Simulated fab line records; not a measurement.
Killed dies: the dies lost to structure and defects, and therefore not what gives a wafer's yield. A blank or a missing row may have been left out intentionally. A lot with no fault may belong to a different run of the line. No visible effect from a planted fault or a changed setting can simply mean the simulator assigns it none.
Chamber matching || flow nand-harc || ald-hk-02 running NHARC_A_CHANNEL_FILL_D1_ALD_25: 4 sister chambers
The step deposits SiOx, target thk 60 nm, pulse time 10 s, ald cycles 600. 4 wafers are shown with their chamber, then 8 later ones without.

EACH WAFER AND ITS CHAMBER
{"wafer": "L083.6", "chamber": 2, "heater-power-w (W)": 480}
{"wafer": "L086.5", "chamber": 0, "heater-power-w (W)": 432}
{"wafer": "L086.6", "chamber": 1, "heater-power-w (W)": 490}
{"wafer": "L087.1", "chamber": 3, "heater-power-w (W)": 444}

WAFERS MISSING THEIR CHAMBER
{"wafer": "L087.4", "heater-power-w (W)": 459}
{"wafer": "L087.6", "heater-power-w (W)": 477}
{"wafer": "L095.1", "heater-power-w (W)": 469}
{"wafer": "L095.5", "heater-power-w (W)": 428}
{"wafer": "L095.6", "heater-power-w (W)": 484}
{"wafer": "L096.3", "heater-power-w (W)": 465}
{"wafer": "L096.4", "heater-power-w (W)": 472}
{"wafer": "L096.6", "heater-power-w (W)": 422}

WHICH CHAMBER EACH WENT THROUGH
{"wafer": "L087.4", "from the rows above": "can't be placed: 3 or 2 or 0 or 1", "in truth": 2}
{"wafer": "L087.6", "from the rows above": "can't be placed: 2 or 1", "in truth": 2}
{"wafer": "L095.1", "from the rows above": "can't be placed: 2 or 1 or 3", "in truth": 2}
{"wafer": "L095.5", "from the rows above": "can't be placed: 0 or 3", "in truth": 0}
{"wafer": "L095.6", "from the rows above": "can't be placed: 2 or 1", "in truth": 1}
{"wafer": "L096.3", "from the rows above": "can't be placed: 2 or 3 or 1 or 0", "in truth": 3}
{"wafer": "L096.4", "from the rows above": "can't be placed: 2 or 1", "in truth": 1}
{"wafer": "L096.6", "from the rows above": "can't be placed: 0 or 3", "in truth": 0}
Correct placement for 0 of the 8. Unplaceable from these rows: 8, with the true chamber sitting among the candidates in 8. Wrongly placed: 0.
How it was worked out, from the rows above alone: a wafer's distance from a chamber is the root of the sum, over the readings, of the square of ((its reading less the chamber's mean) divided by the reading's scatter). The wafer belongs to the nearest chamber; if the next one is less than 2 further off, it can't be placed. The mean given for a chamber averages the wafers shown for that chamber. The scatter: with one shown wafer a chamber, the root of the mean of the squares of how far each hidden wafer lies from its nearest shown one.
